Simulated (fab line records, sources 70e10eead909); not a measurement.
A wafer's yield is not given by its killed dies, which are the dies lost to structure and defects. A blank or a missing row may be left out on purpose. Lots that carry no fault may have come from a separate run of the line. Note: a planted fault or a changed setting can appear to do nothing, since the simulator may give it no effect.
The tool behind it: which one?    flow nand-harc    at 1 step of a route of 1302, 6 lots with 18 wafers sampled

== WHAT THE GAUGES SHOWED, per wafer ==
NHARC_A_SLIT_OVL_MEAS_10.
lot   measured      on          overlay-x-nm (nm)
L456  day 20 22:31  overlay-01  -0.5 -1.1 -1.4
L457  day 21 10:15  overlay-01  -0.8 -1.0 -0.7
L461  day 22 10:44  overlay-01  -0.2 -0.3 0.1
L464  day 24 03:47  overlay-01  -0.3 -0.2 -0.8
L475  day 28 05:49  overlay-01  0.5 1.3 0.4
L477  day 29 08:02  overlay-02  1.6 2.1 1.7

== WHAT TOOL EACH LOT RAN ON (gives the tool, then ch and the chambers of the sampled wafers, and finally the start) ==
There is no process step in the record ahead of these readings.

== THE ANSWER, worked out from the rows above alone ==
Rule: the lots themselves supply what counts as usual. The widest of any qualifying gaps counts: lots, ordered by their means at a reading, are off when they make up no more than a third of the lots, leave a main group of 4 or more, and stand apart from it by 3 or more times the standard deviation of that group's means. The tables above print the reading to a certain number of digits; a main group whose means all agree to those digits is not used. Also off: a lot with no number at a reading for which 4 or more lots have one. Where the step has rows for the other lots, those lots are counted as sound.
No lot is off at any reading shown: from this, nothing can be told.

== WHAT THE SIMULATOR HAD PUT IN ==
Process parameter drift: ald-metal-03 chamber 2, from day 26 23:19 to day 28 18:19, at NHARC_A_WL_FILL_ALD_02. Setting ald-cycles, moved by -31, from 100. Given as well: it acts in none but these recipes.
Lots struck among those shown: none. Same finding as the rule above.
